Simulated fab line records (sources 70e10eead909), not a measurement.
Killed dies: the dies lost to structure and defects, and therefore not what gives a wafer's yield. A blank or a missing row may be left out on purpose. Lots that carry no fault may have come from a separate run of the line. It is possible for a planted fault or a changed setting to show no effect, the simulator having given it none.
Problem report, 8D (eight disciplines) form, completed by code | flow nand-harc | the parts of the form that need people (team, actions taken, sign-off) are left out

## 1. WHAT IS WRONG
Mean of thk-nm at NHARC_A_ONON_D1_THK_MEAS_05: 1569 nm across 4 wafers in 3 lots; on wafers with no fault it is 1001 nm (standard deviation 9.9). Relative to the usual mean, that is a shift of +57 standard deviations.
The step: measures by ellipsometry.
Earliest sighting: wafer L842.4 on film-metro-02 at day 13 16:52. The record holds 41 wafers of 14 lots with a number at this step. The rule behind "out" and "out of limits": a value lying over 4 standard deviations away from the usual mean. The other wafers with a number count as sound.

## 2. WHAT IT IS; WHAT IT IS NOT
question                    | is                             | is not
which readings at this step | thk-nm                         | -
which lots                  | L842, L844, L845               | L829, L830, L831, L832, L833, L835, L838, L847, L849, L850, L851
which wafers of those lots  | L842.4, L844.5, L845.4, L845.5 | L842.1, L844.1, L844.3, L845.6
read on which gauges        | film-metro-01, film-metro-02   | -
when                        | from day 13 16:52              | up to then (22 sound wafers); but 15 sound wafers of L844, L845, L847, L849, L850, L851 came after

## 3. WHAT RULES OUT EACH SUSPECT
Counting: a tool at a process step up to the reading stays a suspect if it ran every lot that is out. Sound lots after the first of them don't rule it out here, since some wafers of a struck lot are sound.
- ruled out: the gauge at NHARC_A_ONON_D1_THK_MEAS_05. 2 gauges (film-metro-01, film-metro-02) read the wafers that are out.
- pecvd-onon-04 at NHARC_A_ONON_D1_DEP_03 (target thk 1000 nm): kept. It processed each lot that is out (first: L842, day 13 16:22); up to then, its last sound lot is L835 (day 10 15:16).
Left after counting: pecvd-onon-04 at NHARC_A_ONON_D1_DEP_03.

## 4. THE CAUSE (what the simulator had put in)
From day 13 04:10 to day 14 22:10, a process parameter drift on pecvd-onon-04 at NHARC_A_ONON_D1_DEP_03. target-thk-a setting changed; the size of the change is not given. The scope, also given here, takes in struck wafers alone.
Counting left only this tool.

## 5. THE CHAIN OF EFFECTS, in route order
Each row: a reading where the mean over the struck wafers with a number is more than 3 standard deviations away from the usual. Scope: only readings with a usual standard deviation given in the record; hours: median across lots of the time from each lot's start at the first step in this table that gives one to its start at this step; sigmas: change in usual standard deviations.
hours | step                        | reading         | usual   | on struck wafers | change | sigmas
0     | NHARC_A_ONON_D1_THK_MEAS_05 | thk-nm          | 1001 nm | 1569             | +568   | +57
414   | NHARC_END_SORT_01           | killed-at-array | 63      | 673              | +610   | +23
414   | NHARC_END_SORT_01           | killed-dies     | 67      | 677              | +610   | +22

## 6. HOW IT WOULD HAVE BEEN CAUGHT EARLIER
In this record the first reading out of limits at a measuring or inspecting step was taken at day 13 16:52, 13 hours after the fault began at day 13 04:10.
Among the 3 lots that are out, L844, L845 began NHARC_A_ONON_D1_DEP_03 on pecvd-onon-04 after day 13 16:52. A hold on the tool at that time would have spared those 2.
